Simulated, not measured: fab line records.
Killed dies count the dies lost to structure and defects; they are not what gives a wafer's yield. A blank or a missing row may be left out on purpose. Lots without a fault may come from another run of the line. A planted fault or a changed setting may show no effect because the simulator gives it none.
Struck lot and sound lot, side by side | flow n5_finfet | 38 out of 1938 route steps
Sound: wafers L685.1, L685.5, L685.6. Struck: wafers L674.3, L674.5. The cause is given at the end.
Order at every step that has rows: each side's tool, ch and its chambers, its first start. Under that, the readings that differ: sound wafers | struck wafers | difference of the means | sigmas: that difference in standard deviations of wafers without a fault.
alike: readings whose means differ by less than 2 such deviations, and words and numbers that are the same on both sides. not compared: withheld readings, readings that some wafer has no value for, bounds like >300 that may hide the same value, and numbers for which the record gives no deviation and whose values overlap.
The two part at a step that has a row with sigmas, a row that says differs or no value, or rows on one side only. Numbers that don't overlap but have no deviation are shown without sigmas and don't part them. A reading missing from all wafers of one side parts the sides only when that side holds two or more wafers.

first, 9 steps without rows for these wafers: N5_BEOL_M4_ANNEAL_95 (time 240 s); N5_BEOL_M4_SPUTTER_96 (material Cu, target thk 4.5 nm, time 8.29 s); N5_BEOL_M4_ECD_50 (material Cu, target thk 300 nm); N5_BEOL_M4_ANNEAL_51 (time 90 s); N5_BEOL_M4_CMP_52 (polishes, stops on SiOC, t overpolish 6.8 s, target thk 40 nm); N5_BEOL_M4_PRE_CLEAN_60 (time 15 s); N5_BEOL_M4_CO_CAP_55 (material Co, precursor CCTBA/H2, target thk 2 nm, time 102.1 s); N5_BEOL_M4_PRE_CLEAN_56 (time 15 s); N5_BEOL_M4_DEP_57 (deposits SiCN from 3MS/NH3, target thk 8 nm, time 14 s).
N5_BEOL_M4_RC_MEAS_101:
  sound on prober-02 ch 0, day 13 18:10; struck on prober-01 ch 0, day 10 14:57
  reading        | sound          | struck    | difference | sigmas
  DIBL_P (mV/V)  | 34.1 36.3 33.6 | 38.9 37.8 | +3.7       | +2
  IOFF_P (nA/um) | 0.14 0.17 0.14 | 0.25 0.22 | +0.08      | +2
  ION_P (uA/um)  | 454 448 453    | 480 463   | +20        | +3
  VT_N (mV)      | 256 253 254    | 245 250   | -7         | -2
  VT_P (mV)      | -259 -255 -257 | -246 -248 | +10        | +3
  alike: DIBL_N, IOFF_N, ION_N, SS_N, SS_P
then, 24 steps without rows for these wafers: N5_BEOL_M5_ILD_DEP_00 (deposits SiCOH lowk from DEMS/porogen, target thk 140.64 nm, time 25.9 s); N5_BEOL_M5_CURE_79 (cures SiCOH lowk, time 240 s); N5_BEOL_M5_PECVD_70 (deposits SiO2 from TEOS/O2, target thk 16 nm, time 18 s); N5_BEOL_M5_HM_DEP_02 (deposits TiN, target thk 20 nm); N5_BEOL_M5_COAT_59 (time 60 s, resist thk 60 nm); N5_BEOL_M5_COAT_60 (time 60 s, resist thk 12 nm); N5_BEOL_M5_COAT_71 (time 60 s, resist thk 5 nm); N5_BEOL_M5_COAT_05 (resist thk 30 nm); N5_BEOL_M5_EBR_07; N5_BEOL_M5_SOFTBAKE_06 (time 60 s); N5_BEOL_M5_EXPOSE_08 (exposes mask M5, target cd 28 nm); N5_BEOL_M5_PEB_09 (peb time 60 s); N5_BEOL_M5_DEVELOP_10 (develop time 30 s); N5_BEOL_M5_DESCUM_16 (chemistry O2, time 7 s); N5_BEOL_M5_ETCH_72 (etches underlayer in N2/H2, target depth 6.5 nm, time 5.2 s); N5_BEOL_M5_ETCH_61 (etches SiARC in CF4, target depth 15.6 nm, time 26 s); N5_BEOL_M5_ETCH_62 (etches SOC in N2/H2, target depth 75 nm, overetch 15 nm, time 112.5 s); N5_BEOL_M5_STRIP_63 (strips in N2/H2); N5_BEOL_M5_STRIP_73 (strips in N2/H2); N5_BEOL_M5_STRIP_64 (strips in CF4); N5_BEOL_M5_HM_OPEN_17 (chemistry Cl2/BCl3, target TiN, target depth 20 nm, overetch 6 nm); N5_BEOL_M5_STRIP_19 (strips in O2); N5_BEOL_M5_COAT_65 (time 60 s, resist thk 60 nm); N5_BEOL_M5_COAT_66 (time 60 s, resist thk 12 nm).
N5_BEOL_M7_ILD_DEP_00: deposits SiCOH lowk from DEMS/porogen, target thk 179.75 nm, time 33.4 s.
  sound on pecvd-03 ch 1,2, day 14 19:55; struck on pecvd-03 ch 0,2, day 11 16:15
  reading                                            | sound             | struck      | difference | sigmas
  model.SiCOH_lowk_of_BEOL_M7_ILD_DEP_00.thk_nm (nm) | 175.4 178.4 178.4 | 283.8 287.6 | +108.3     |
  alike: chamber_pressure_Torr, heater_power_w, showerhead_plenum_p_Torr, throttle_valve_pct
N5_BEOL_M7_THK_MEAS_01:
  sound on film_metro-01, day 14 20:31; struck on film_metro-02, day 11 16:50
  reading         | sound             | struck      | difference | sigmas
  M7_ILD_THK (nm) | 151.1 153.9 154.0 | 246.2 249.6 | +94.9      | +47
N5_BEOL_M7_CMP_52: polishes, stops on SiCOH lowk, t overpolish 6.9 s, target thk 80 nm.
  sound on cmp-04 ch 0,1, day 15 03:52; struck on cmp-02 ch 0,1, day 11 23:56
  reading                                            | sound           | struck      | difference | sigmas
  model.SiCOH_lowk_of_BEOL_M7_ILD_DEP_00.thk_nm (nm) | 148.2 151 150.8 | 243.2 246.4 | +94.8      |
  alike: motor_current_A, slurry_filter_dp_kPa
-- record jumps: 3 days separate the struck wafers' starts on either side; left off in module BEOL_M7, taken up again in module PASSIVATION, whose first shown step is the route's number 1936 --
N5_PASSIVATION_PROBE_49:
  only the struck wafers here have rows in the record (prober-01, day 15 04:26); the sound ones have none

== WHERE THEY PART ==
At N5_BEOL_M4_RC_MEAS_101 first; at N5_PASSIVATION_PROBE_49 last (within this record only).

WHY: whatever the simulator had introduced
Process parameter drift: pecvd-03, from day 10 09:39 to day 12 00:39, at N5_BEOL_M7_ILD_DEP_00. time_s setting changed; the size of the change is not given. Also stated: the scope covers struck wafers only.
